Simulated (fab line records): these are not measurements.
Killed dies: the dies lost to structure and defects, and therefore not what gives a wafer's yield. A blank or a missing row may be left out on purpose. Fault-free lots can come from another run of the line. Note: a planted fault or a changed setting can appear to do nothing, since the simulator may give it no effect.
Matching of chambers	flow n5_finfet	3 sister chambers for N5_BEOL_M4_CO_CAP_55 on cvd_co-02
The step material Co, precursor CCTBA/H2, target thk 2 nm, time 102.1 s. 3 wafers are shown with their chamber, then 11 later ones without.

== WAFERS, EACH WITH ITS CHAMBER ==
wafer	chamber	heater_power_w (W)
L090.4	2	264
L090.6	0	232
L091.1	1	233

== WAFERS WHOSE CHAMBER IS MISSING ==
wafer	heater_power_w (W)
L091.3	270
L091.5	225
L093.1	268
L093.3	235
L093.4	222
L094.1	221
L094.5	271
L094.6	221
L097.2	265
L097.3	230
L097.6	233

== CHAMBER TAKEN BY EACH ==
wafer	from the rows above	in truth
L091.3	2	2
L091.5	can't be placed: 0 or 1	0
L093.1	2	2
L093.3	can't be placed: 1 or 0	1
L093.4	can't be placed: 0 or 1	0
L094.1	can't be placed: 0 or 1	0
L094.5	2	2
L094.6	can't be placed: 0 or 1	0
L097.2	2	2
L097.3	can't be placed: 0 or 1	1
L097.6	can't be placed: 1 or 0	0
Correctly placed: 4 of 11. These rows do not allow placing 7 (true chamber among the candidates in 7). Number placed wrongly: 0.
How it was worked out, from the rows above alone: a wafer's distance from a chamber is the root of the sum, over the readings, of the square of ((its reading less the chamber's mean) divided by the reading's scatter). If the next closest chamber is less than 2 further off than the closest, the wafer can't be placed; otherwise it belongs to the closest. A chamber's mean is the mean of its shown wafers. The scatter (one wafer shown for each chamber): square how far every hidden wafer sits from the nearest shown wafer, average those squares and take the square root.
